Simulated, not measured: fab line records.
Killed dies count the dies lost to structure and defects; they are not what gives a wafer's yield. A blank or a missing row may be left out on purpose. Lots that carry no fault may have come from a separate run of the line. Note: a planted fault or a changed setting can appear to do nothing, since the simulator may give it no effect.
Which tool is to blame?    flow n5 finfet    29 wafers from 10 lots sampled at 5 of the route's 1938 steps

WHAT THE GAUGES SHOWED, per wafer
N5_BEOL_M10_THK_MEAS_53: measures by xrf.
lot   measured      on             M10_THK (nm)
L511  day 10 11:32  film metro-02  136 151 146
L513  day 11 01:45  film metro-01  139 145 142
L514  day 11 09:19  film metro-02  149 145 136
L517  day 11 21:00  film metro-02  142 139
L518  day 11 23:58  film metro-02  140 137 139
L526  day 14 06:04  film metro-02  143 142 139
L529  day 15 07:50  film metro-02  138 148 144
L530  day 15 12:29  film metro-02  142 147 147
L531  day 15 20:22  film metro-01  142 145 146
L532  day 15 23:12  film metro-01  138 136 141

N5_BEOL_M11_THK_MEAS_01.
lot   measured      on             M11_ILD_THK (nm)
L511  day 10 12:19  film metro-01  266 268 271
L513  day 11 03:25  film metro-02  268 273 274
L514  day 11 10:06  film metro-01  270 268 272
L517  day 11 21:47  film metro-01  222 229
L518  day 12 00:45  film metro-01  219 266 272
L526  day 14 06:52  film metro-01  266 272 276
L529  day 15 08:38  film metro-01  263 268 270
L530  day 15 13:29  film metro-02  266 265 270
L531  day 15 21:10  film metro-01  265 271 276
L532  day 15 23:59  film metro-02  268 267 271

TOOL THAT RAN EACH LOT (tool first, then ch and the chambers of the sampled wafers, then the start)
lot   N5_BEOL_M10_TRENCH_ETCH_37                     N5_BEOL_M10_ALD_74                   N5_BEOL_M11_ILD_DEP_00
L511  rie diel-03 ch 1,2,3, day 10 08:06 or earlier  ald metal-01 ch 0,2,3, day 10 08:06  pecvd-02 ch 0,1, day 10 11:43
L513  rie diel-01 ch 0,1,3, day 10 22:35 or earlier  ald metal-02 ch 0,1,2, day 10 22:35  pecvd-02 ch 0, day 11 01:57
L514  rie diel-03 ch 0,1,2, day 11 07:36 or earlier  ald metal-03 ch 0,1,3, day 11 07:36  pecvd-01 ch 0,1, day 11 09:31
L517  rie diel-01 ch 0,1, day 11 19:08 or earlier    ald metal-01 ch 2, day 11 19:08      pecvd-02 ch 0,2, day 11 21:12
L518  rie diel-04 ch 0,1, day 11 22:40 or earlier    ald metal-02 ch 0,2,3, day 11 22:40  pecvd-02 ch 0,1, day 12 00:10
L526  rie diel-04 ch 0,1,3, day 14 04:32 or earlier  ald metal-03 ch 0,1, day 14 04:32    pecvd-04 ch 0,1, day 14 06:16
L529  rie diel-04 ch 1,2,3, day 15 04:37 or earlier  ald metal-01 ch 0,1,3, day 15 04:37  pecvd-02 ch 1,2, day 15 08:02
L530  rie diel-04 ch 0,3, day 15 10:54 or earlier    ald metal-02 ch 0,2, day 15 10:54    pecvd-01 ch 0,2, day 15 12:41
L531  rie diel-04 ch 0,2,3, day 15 18:20 or earlier  ald metal-01 ch 1,2, day 15 18:20    pecvd-02 ch 0,2, day 15 20:34
L532  rie diel-01 ch 0,1,2, day 15 21:48 or earlier  ald metal-03 ch 0,1,2, day 15 21:48  pecvd-01 ch 0,1, day 15 23:24
- N5_BEOL_M10_TRENCH_ETCH_37: etches SiCOH lowk in C4F6/O2, target depth 148.83 nm, time 48 s.
- N5_BEOL_M10_ALD_74: deposits TaN, target thk 2 nm, pulse time 2 s, purge time 3 s.
- N5_BEOL_M11_ILD_DEP_00: deposits SiCOH lowk from DEMS/porogen, target thk 308.51 nm, time 58 s.

WHAT THE TOOLS THEMSELVES READ (means of the sampled wafers that have a number; where no wafer has one, the mark that the record gives instead)
N5_BEOL_M10_TRENCH_ETCH_37.
lot   tool         drypump motor current A (A)  mfc ar sccm (sccm)  oes product au (a.u.)  rf vpp V (V)  showerhead plenum p Torr (Torr)  throttle valve pct (%)
L511  rie diel-03  5.6                          299.9               0.77                   685           2.89                             21.04
L513  rie diel-01  6.0                          300.0               0.74                   679           2.85                             20.93
L514  rie diel-03  5.8                          300.0               0.76                   675           2.88                             20.97
L517  rie diel-01  6.1                          300.1               0.73                   661           2.80                             20.91
L518  rie diel-04  5.6                          300.6               0.86                   657           2.96                             20.99
L526  rie diel-04  5.5                          299.2               0.80                   653           2.84                             21.03
L529  rie diel-04  5.3                          300.1               0.78                   659           2.83                             20.96
L530  rie diel-04  5.2                          300.0               0.74                   658           2.81                             21.11
L531  rie diel-04  5.2                          299.9               0.78                   668           2.91                             21.04
L532  rie diel-01  5.7                          299.5               0.83                   666           2.97                             20.88

N5_BEOL_M10_ALD_74.
lot   tool          chamber pressure Torr (Torr)  heater power w (W)
L511  ald metal-01  2.998                         416
L513  ald metal-02  2.998                         401
L514  ald metal-03  2.994                         426
L517  ald metal-01  2.986                         410
L518  ald metal-02  3.002                         409
L526  ald metal-03  3.001                         424
L529  ald metal-01  2.993                         399
L530  ald metal-02  2.991                         403
L531  ald metal-01  2.998                         398
L532  ald metal-03  2.995                         425

N5_BEOL_M11_ILD_DEP_00.
lot   tool      chamber pressure Torr (Torr)  heater power w (W)  showerhead plenum p Torr (Torr)  showerhead vpp V (V)  throttle valve pct (%)
L511  pecvd-02  4.995                         325                 5.736                            1375                  14.6
L513  pecvd-02  5.008                         324                 5.731                            1374                  15.2
L514  pecvd-01  4.988                         289                 5.750                            1326                  15.4
L517  pecvd-02  5.003                         376                 5.729                            1375                  14.3
L518  pecvd-02  5.004                         343                 5.737                            1364                  14.7
L526  pecvd-04  4.997                         293                 5.731                            1426                  15.0
L529  pecvd-02  4.996                         358                 5.729                            1366                  13.9
L530  pecvd-01  5.010                         252                 5.737                            1339                  14.0
L531  pecvd-02  5.001                         355                 5.729                            1361                  14.1
L532  pecvd-01  5.002                         256                 5.749                            1329                  14.7

THE ANSWER, worked out from the rows above alone
Rule: what is usual is taken from the lots themselves. The widest of any qualifying gaps counts: lots, ordered by their means at a reading, are off when they make up no more than a third of the lots, leave a main group of 4 or more, and stand apart from it by 3 or more times the standard deviation of that group's means. A main group is skipped when, at the precision printed for the reading in the tables above, its means are all equal. A lot without any number at a reading at which 4 lots or more have one is off too. The other lots that the step has rows for count as sound. Order of review: gauges by route order, followed by the tools' own readings, for which a lot's mean as printed above is used. At the first step where some lot is off, the reading lying furthest off is the one used; lots without a number count as furthest.
Off: L517, L518, at N5_BEOL_M11_THK_MEAS_01 (M11_ILD_THK). Mean 269 nm and standard deviation 1.7 in the main group.
A tool fits if, at a process step before that reading, it ran every lot that is off, and no sound lot after the first of them. Gauges at N5_BEOL_M11_THK_MEAS_01: tried the same way as those tools. N5_BEOL_M10_TRENCH_ETCH_37 gives no start for some lots, so the hours and the order of its lots are those of N5_BEOL_M10_ALD_74. Not one of the candidates tried fits.

WHAT THE SIMULATOR HAD INSERTED
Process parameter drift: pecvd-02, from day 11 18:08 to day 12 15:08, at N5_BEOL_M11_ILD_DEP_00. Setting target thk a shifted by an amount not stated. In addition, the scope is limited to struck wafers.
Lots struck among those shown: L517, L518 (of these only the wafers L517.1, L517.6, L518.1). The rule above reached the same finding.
